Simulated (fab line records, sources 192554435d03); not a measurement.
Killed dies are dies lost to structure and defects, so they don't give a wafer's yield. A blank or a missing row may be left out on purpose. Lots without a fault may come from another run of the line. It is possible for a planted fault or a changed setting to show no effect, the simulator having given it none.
fab line records ; flow n5-finfet ; part 2 of 2: steps 5 to 6 of 6
record: lots: 24; wafers: 72; last-day: 18
route steps=1938 shown BEOL_M1@829 BEOL_M2@856
lots that met no fault: from a run of the same line without faults
start-h: the number of hours between the record's first day and the start of the first shown wafer of the lot ; wait-h: hours from the lot's prior step to this one ; " repeats the value in the row above ; L1.1+2: one row covering several wafers at once ; - no value present, or no start provided ; * or withheld: withheld ; < > ~ a bound
route shown NAME@n: names a module that has steps shown in the file, with the first one's number in the route ; usual: average and standard deviation across the fault-free wafers ; same: alike in all rows ; chamber/n: place in a boat ; sites: per-site readings ; _std_site: standard deviation of those values ; _edge_site: inner sites' mean taken away from outer sites' mean ; radius-mm: how far each site lies from the wafer's centre ; mask NAME#n: copy n ; behind: the tool/chamber that last shaped the wafer ; hold: why the lot went on hold/how many hours it stayed there/how the hold came to an end ; device: whichever transistor did not switch (one of n, p or np) ; end of line: tests run on the same wafers once the route is complete ; a step with no rows: only its recipe ; killed: at the first sort, the dies lost to defects and structure; wafer yield is something else ; map: a wafer's dies, x killed, . not, _ none there
set.NAME: setting as actually run; set.NAME@STEP: the setting as run at that earlier step ; model.NAME: the simulator's own value behind a step, which no gauge read
the route's steps for a sample of lots (tables are steps, rows are wafers)
services: when a tool's chamber went out of use (start-h, in hours from the record's first day, below 0 if earlier), for how many hours, and the reason
== steps ==
step: N5_BEOL_M2_DESCUM_16
recipe: chemistry: O2; time-s: 7; source-power-w: 50; bias-power-w: 20; pressure-mtorr: 20; rf-frequency-hz: 2.712e+07; temp-c: 40; resist: CAR-EUV; o2-flow-sccm: 225
usual: drypump-motor-current-A: 5.6/0.44; oes-product-au: 0.77/0.086; rf-vpp-V: 243.1/1.4; showerhead-plenum-p-Torr: 2.10/0.065; throttle-valve-pct: 20.40/0.3
lot.wafer;tool;chamber;start-h;wait-h;drypump-motor-current-A;oes-product-au;rf-hours-counter-h;rf-vpp-V;showerhead-plenum-p-Torr;throttle-valve-pct
L074.3;rie-diel-01;0;131.23;0.0;5.2;0.73;202;244.8;2.17;20.63
L074.4;rie-diel-01;1;131.23;0.0;6.0;0.74;187;241.3;2.03;20.81
L074.5;rie-diel-01;3;131.23;0.0;6.6;0.70;-;243.4;2.17;20.12
L076.2;rie-diel-01;1;161.80;0.0;6.0;0.72;197;240.6;2.03;20.84
L076.4;rie-diel-01;2;161.80;0.0;5.3;0.86;75;244.1;2.11;19.99
L076.5;rie-diel-01;0;161.80;0.0;5.2;0.71;-;243.7;2.16;20.64
L075.3;rie-diel-06;1;161.86;0.0;5.6;0.99;4;242.9;2.07;20.29
L075.4;rie-diel-06;0;161.86;0.0;5.6;0.77;145;242.5;2.03;20.71
L075.6;rie-diel-06;3;161.86;0.0;5.5;0.74;-;243.6;2.19;20.40
L078.1;rie-diel-06;3;167.90;0.3;5.5;0.73;171;244.0;2.19;20.39
L078.2;rie-diel-06;0;167.90;0.3;5.5;0.78;147;241.8;2.03;20.72
L078.4;rie-diel-06;1;167.90;0.3;5.6;1.00;6;241.3;2.07;20.30
L077.4;rie-diel-01;3;168.68;0.0;6.6;0.70;206;243.5;2.16;20.14
L077.5;rie-diel-01;0;168.68;0.0;5.2;0.72;-;243.8;2.16;20.64
L077.6;rie-diel-01;1;168.68;0.0;6.0;0.71;-;241.6;2.03;20.83
L079.1;rie-diel-06;1;172.17;0.1;5.5;0.99;7;242.1;2.07;20.27
L079.5;rie-diel-06;2;172.17;0.1;5.9;0.86;-;242.6;2.04;20.45
L079.6;rie-diel-06;3;172.17;0.1;5.5;0.73;-;245.0;2.19;20.41
L081.2;rie-diel-06;2;173.34;0.0;5.9;0.87;67;242.7;2.04;20.44
L081.4;rie-diel-06;1;173.34;0.0;5.6;0.99;8;242.8;2.07;20.28
L081.6;rie-diel-06;3;173.34;0.0;5.5;0.73;-;245.4;2.19;20.41
L080.2;rie-diel-06;2;173.64;0.2;5.8;0.86;67;241.8;2.04;20.43
L080.5;rie-diel-06;3;173.64;0.2;5.5;0.74;-;242.7;2.19;20.41
L080.6;rie-diel-06;2;173.64;0.2;5.9;0.86;-;241.5;2.04;20.45
L082.2;rie-diel-05;3;197.31;0.0;5.2;0.86;53;241.5;2.02;20.05
L082.3;rie-diel-05;2;197.31;0.0;5.1;0.72;186;244.4;2.15;20.31
L082.4;rie-diel-05;0;197.31;0.0;5.4;0.69;229;242.1;2.06;20.55
L083.1;rie-diel-01;0;198.81;0.0;5.2;0.72;225;243.1;2.16;20.64
L083.2;rie-diel-01;3;198.81;0.0;6.6;0.69;215;245.1;2.16;20.14
L083.5;rie-diel-01;0;198.81;0.0;5.2;0.71;-;245.3;2.16;20.64
L084.1;rie-diel-05;2;199.29;0.0;5.1;0.71;186;245.5;2.15;20.29
L084.4;rie-diel-05;3;199.29;0.0;5.2;0.86;53;241.7;2.02;20.07
L084.5;rie-diel-05;2;199.29;0.0;5.1;0.71;-;245.3;2.15;20.31
L085.2;rie-diel-06;3;207.90;0.0;5.5;0.73;182;244.2;2.19;20.40
L085.4;rie-diel-06;0;207.90;0.0;5.6;0.76;159;241.2;2.02;20.74
L085.5;rie-diel-06;1;207.90;0.0;5.6;0.96;-;243.2;2.06;20.31
L086.3;rie-diel-05;0;210.16;0.0;5.4;0.68;234;242.9;2.06;20.57
L086.4;rie-diel-05;2;210.16;0.0;5.1;0.71;190;244.4;2.15;20.31
L086.5;rie-diel-05;1;210.16;0.0;5.3;0.83;-;244.9;2.18;19.97
L087.2;rie-diel-05;1;213.87;0.1;5.3;0.84;91;244.9;2.18;19.97
L087.4;rie-diel-05;3;213.87;0.1;5.2;0.86;59;243.3;2.02;20.08
L087.5;rie-diel-05;1;213.87;0.1;5.3;0.83;-;243.1;2.18;19.96
L088.1;rie-diel-01;1;214.27;0.0;6.0;0.71;216;241.5;2.02;20.86
L088.2;rie-diel-01;0;214.27;0.0;5.2;0.69;231;246.2;2.16;20.66
L088.3;rie-diel-01;2;214.27;0.0;5.3;0.83;93;242.1;2.10;20.01
L089.4;rie-diel-06;0;222.15;0.0;5.5;0.76;163;241.3;2.02;20.75
L089.5;rie-diel-06;0;222.15;0.0;5.5;0.76;-;242.5;2.02;20.75
L089.6;rie-diel-06;1;222.15;0.0;5.6;0.95;-;243.1;2.06;20.29
L090.2;rie-diel-01;1;232.59;0.0;6.0;0.71;222;240.7;2.02;20.86
L090.3;rie-diel-01;2;232.59;0.0;5.3;0.83;99;243.8;2.10;20.02
L090.6;rie-diel-01;2;232.59;0.0;5.3;0.83;-;244.3;2.10;20.02
L091.1;rie-diel-01;0;235.91;0.1;5.2;0.69;238;244.1;2.16;20.67
L091.3;rie-diel-01;3;235.91;0.1;6.6;0.67;226;242.8;2.16;20.16
L091.6;rie-diel-01;1;235.91;0.1;6.0;0.71;-;241.9;2.02;20.89
L092.1;rie-diel-05;1;244.21;0.2;5.3;0.83;103;244.8;2.18;19.99
L092.4;rie-diel-05;3;244.21;0.2;5.2;0.85;69;242.5;2.01;20.09
L092.5;rie-diel-05;2;244.21;0.2;5.1;0.70;-;245.2;2.14;20.34
L093.2;rie-diel-05;2;248.09;0.1;5.1;0.71;203;244.2;2.14;20.32
L093.3;rie-diel-05;0;248.09;0.1;5.4;0.67;249;242.3;2.06;20.59
L093.6;rie-diel-05;0;248.09;0.1;5.4;0.67;-;242.3;2.06;20.59
L094.1;rie-diel-01;3;274.44;0.0;6.5;0.67;239;243.3;2.15;20.18
L094.4;rie-diel-01;3;274.44;0.0;6.6;0.67;-;244.6;2.15;20.19
L094.5;rie-diel-01;3;274.44;0.0;6.6;0.67;-;243.8;2.15;20.19
L095.1;rie-diel-06;0;280.20;0.1;5.5;0.75;181;241.6;2.01;20.77
L095.3;rie-diel-06;3;280.20;0.1;5.5;0.71;208;243.2;2.18;20.46
L095.5;rie-diel-06;2;280.20;0.1;5.9;0.81;-;242.2;2.03;20.48
L096.1;rie-diel-01;3;281.19;0.3;6.6;0.67;244;244.8;2.15;20.19
L096.3;rie-diel-01;1;281.19;0.3;6.1;0.69;241;242.3;2.01;20.90
L096.6;rie-diel-01;2;281.19;0.3;5.3;0.81;-;243.0;2.09;20.04
L097.2;rie-diel-01;3;282.22;0.4;6.6;0.66;244;242.8;2.15;20.19
L097.3;rie-diel-01;2;282.22;0.4;5.3;0.81;115;243.0;2.09;20.03
L097.5;rie-diel-01;1;282.22;0.4;6.0;0.68;-;241.8;2.01;20.91
step: N5_BEOL_M2_ETCH_74
recipe: chemistry: N2/H2; target: underlayer; target-depth-a: 65; mask-material: CAR-EUV; time-s: 5.2; ion-energy-ev: 200; pressure-mtorr: 30; source-w: 840; bias-w: 150; n2-flow-sccm: 200; h2-flow-sccm: 200; ends: cleared
usual: drypump-motor-current-A: 5.6/0.44; etch-rf-on-time-s: 5.15/0.18; oes-product-au: 0.66/0.074; rf-vpp-V: 523.8/2.9; showerhead-plenum-p-Torr: 2.54/0.084; throttle-valve-pct: 17.75/0.28
lot.wafer;tool;chamber;start-h;wait-h;drypump-motor-current-A;etch-rf-on-time-s;oes-product-au;rf-hours-counter-h;rf-vpp-V;showerhead-plenum-p-Torr;throttle-valve-pct
L074.3;rie-diel-01;0;131.26;0.0;5.2;5.01;0.63;202;526.7;2.61;17.95
L074.4;rie-diel-01;1;131.26;0.0;6.1;5.19;0.63;187;520.4;2.44;18.14
L074.5;rie-diel-01;3;131.26;0.0;6.6;5.31;0.59;-;526.7;2.60;17.29
L076.2;rie-diel-01;1;161.84;0.0;6.0;5.29;0.61;197;519.5;2.43;18.16
L076.4;rie-diel-01;2;161.84;0.0;5.3;5.07;0.72;75;524.7;2.57;17.51
L076.5;rie-diel-01;0;161.84;0.0;5.2;5.08;0.62;-;524.4;2.61;17.97
L075.3;rie-diel-06;1;161.89;0.0;5.5;5.26;0.84;4;523.0;2.51;17.64
L075.4;rie-diel-06;0;161.89;0.0;5.5;4.96;0.68;145;521.3;2.43;17.89
L075.6;rie-diel-06;3;161.89;0.0;5.5;5.32;0.63;-;526.1;2.64;17.74
L078.1;rie-diel-06;3;167.94;0.0;5.5;5.32;0.63;171;526.5;2.64;17.72
L078.2;rie-diel-06;0;167.94;0.0;5.5;4.88;0.68;147;521.5;2.43;17.88
L078.4;rie-diel-06;1;167.94;0.0;5.6;5.21;0.83;6;521.5;2.51;17.67
L077.4;rie-diel-01;3;168.71;0.0;6.6;5.40;0.57;206;526.2;2.60;17.31
L077.5;rie-diel-01;0;168.71;0.0;5.2;5.02;0.60;-;525.9;2.60;17.97
L077.6;rie-diel-01;1;168.71;0.0;6.0;5.29;0.60;-;521.0;2.43;18.15
L079.1;rie-diel-06;1;172.21;0.0;5.5;5.27;0.82;7;522.3;2.51;17.65
L079.5;rie-diel-06;2;172.21;0.0;5.9;4.91;0.75;-;521.0;2.45;17.56
L079.6;rie-diel-06;3;172.21;0.0;5.5;5.42;0.62;-;526.7;2.64;17.74
L081.2;rie-diel-06;2;173.37;0.0;5.9;4.87;0.77;67;521.7;2.45;17.55
L081.4;rie-diel-06;1;173.37;0.0;5.6;5.25;0.82;8;521.9;2.51;17.65
L081.6;rie-diel-06;3;173.37;0.0;5.5;5.30;0.62;-;529.7;2.64;17.74
L080.2;rie-diel-06;2;173.67;0.0;5.9;4.86;0.76;67;524.0;2.45;17.54
L080.5;rie-diel-06;3;173.67;0.0;5.5;5.29;0.63;-;527.4;2.64;17.77
L080.6;rie-diel-06;2;173.67;0.0;5.8;4.89;0.76;-;521.0;2.45;17.58
L082.2;rie-diel-05;3;197.34;0.0;5.2;5.15;0.73;53;521.5;2.49;17.63
L082.3;rie-diel-05;2;197.34;0.0;5.1;5.37;0.60;186;527.1;2.63;17.80
L082.4;rie-diel-05;0;197.34;0.0;5.4;5.21;0.58;229;525.3;2.53;18.12
L083.1;rie-diel-01;0;198.84;0.0;5.2;5.06;0.61;225;523.7;2.60;17.99
L083.2;rie-diel-01;3;198.84;0.0;6.6;5.35;0.57;215;526.7;2.59;17.34
L083.5;rie-diel-01;0;198.84;0.0;5.2;5.07;0.61;-;525.1;2.60;17.98
L084.1;rie-diel-05;2;199.33;0.0;5.1;5.44;0.59;186;525.4;2.63;17.78
L084.4;rie-diel-05;3;199.33;0.0;5.2;5.15;0.73;53;519.9;2.49;17.64
L084.5;rie-diel-05;2;199.33;0.0;5.1;5.48;0.59;-;527.0;2.63;17.78
L085.2;rie-diel-06;3;207.94;0.0;5.5;5.32;0.61;182;527.5;2.64;17.74
L085.4;rie-diel-06;0;207.94;0.0;5.6;4.90;0.66;159;521.1;2.43;17.89
L085.5;rie-diel-06;1;207.94;0.0;5.6;5.18;0.79;-;521.6;2.51;17.68
L086.3;rie-diel-05;0;210.19;0.0;5.4;5.21;0.58;234;524.1;2.53;18.13
L086.4;rie-diel-05;2;210.19;0.0;5.1;5.39;0.60;190;523.8;2.63;17.82
L086.5;rie-diel-05;1;210.19;0.0;5.3;4.96;0.73;-;528.0;2.66;17.44
L087.2;rie-diel-05;1;213.91;0.0;5.3;4.94;0.73;91;527.9;2.66;17.43
L087.4;rie-diel-05;3;213.91;0.0;5.2;5.06;0.73;59;521.9;2.49;17.65
L087.5;rie-diel-05;1;213.91;0.0;5.3;4.90;0.73;-;529.9;2.66;17.43
L088.1;rie-diel-01;1;214.31;0.0;6.0;5.27;0.61;216;518.9;2.43;18.18
L088.2;rie-diel-01;0;214.31;0.0;5.2;5.07;0.62;231;527.7;2.60;17.96
L088.3;rie-diel-01;2;214.31;0.0;5.3;5.03;0.71;93;524.6;2.57;17.53
L089.4;rie-diel-06;0;222.19;0.0;5.5;4.86;0.65;163;519.6;2.43;17.92
L089.5;rie-diel-06;0;222.19;0.0;5.5;4.84;0.66;-;519.5;2.43;17.90
L089.6;rie-diel-06;1;222.19;0.0;5.6;5.20;0.76;-;524.2;2.51;17.68
L090.2;rie-diel-01;1;232.62;0.0;6.0;5.21;0.59;222;521.1;2.42;18.20
L090.3;rie-diel-01;2;232.62;0.0;5.3;5.03;0.71;99;524.7;2.56;17.54
L090.6;rie-diel-01;2;232.62;0.0;5.3;5.06;0.69;-;524.6;2.56;17.55
L091.1;rie-diel-01;0;235.95;0.0;5.2;5.06;0.60;238;525.2;2.59;18.00
L091.3;rie-diel-01;3;235.95;0.0;6.6;5.40;0.57;226;527.6;2.59;17.35
L091.6;rie-diel-01;1;235.95;0.0;6.1;5.24;0.60;-;518.2;2.42;18.22
L092.1;rie-diel-05;1;244.25;0.0;5.3;4.92;0.72;103;526.4;2.66;17.42
L092.4;rie-diel-05;3;244.25;0.0;5.2;5.04;0.73;69;521.9;2.48;17.68
L092.5;rie-diel-05;2;244.25;0.0;5.1;5.33;0.59;-;525.2;2.62;17.83
L093.2;rie-diel-05;2;248.12;0.0;5.1;5.37;0.59;203;524.6;2.62;17.82
L093.3;rie-diel-05;0;248.12;0.0;5.4;5.21;0.57;249;521.8;2.52;18.15
L093.6;rie-diel-05;0;248.12;0.0;5.4;5.19;0.57;-;523.2;2.52;18.14
L094.1;rie-diel-01;3;274.49;0.0;6.6;5.37;0.55;239;524.8;2.58;17.36
L094.4;rie-diel-01;3;274.49;0.0;6.6;5.40;0.56;-;526.8;2.58;17.36
L094.5;rie-diel-01;3;274.49;0.0;6.6;5.40;0.56;-;526.2;2.58;17.36
L095.1;rie-diel-06;0;280.24;0.0;5.5;4.87;0.64;181;520.7;2.42;17.92
L095.3;rie-diel-06;3;280.24;0.0;5.5;5.35;0.60;208;528.2;2.63;17.80
L095.5;rie-diel-06;2;280.24;0.0;5.9;4.95;0.72;-;522.9;2.44;17.63
L096.1;rie-diel-01;3;281.22;0.0;6.6;5.36;0.56;244;525.4;2.58;17.38
L096.3;rie-diel-01;1;281.22;0.0;6.0;5.33;0.58;241;521.2;2.41;18.22
L096.6;rie-diel-01;2;281.22;0.0;5.3;5.09;0.69;-;524.3;2.56;17.60
L097.2;rie-diel-01;3;282.25;0.0;6.6;5.36;0.56;244;526.1;2.58;17.37
L097.3;rie-diel-01;2;282.25;0.0;5.3;5.19;0.67;115;526.0;2.56;17.56
L097.5;rie-diel-01;1;282.25;0.0;6.0;5.32;0.58;-;521.2;2.41;18.23
== services ==
tool;chamber;start-h;hours;kind
rie-diel-06;-;104.20;14.6;pm
pecvd-02;1;110.01;3.6;repair
rie-diel-01;0;116.87;1.2;repair
pvd-sputter-01;-;118.61;0.7;repair
pvd-sputter-03;-;125.88;24.5;repair
pecvd-02;-;130.82;1.2;repair
cmp-02;-;140.53;4.1;pm
pecvd-02;-;141.10;1.4;repair
pvd-sputter-02;-;144.92;10.0;repair
cmp-04;-;145.18;3.4;pm
cmp-04;-;156.35;4.0;pm
pecvd-04;-;163.46;0.9;repair
pecvd-04;-;164.40;5.5;pm
cmp-04;-;180.86;1.3;repair
cmp-04;-;191.16;5.8;pm
pecvd-04;-;197.69;1.0;repair
cmp-02;-;209.96;6.6;pm
rie-diel-01;2;225.67;2.5;repair
rie-diel-01;0;230.15;3.8;repair
rie-diel-06;0;251.86;12.1;repair
pecvd-02;-;260.38;0.8;repair
cmp-04;-;261.59;1.2;repair
rie-diel-06;3;267.73;5.6;repair
rie-diel-01;2;274.40;6.1;repair
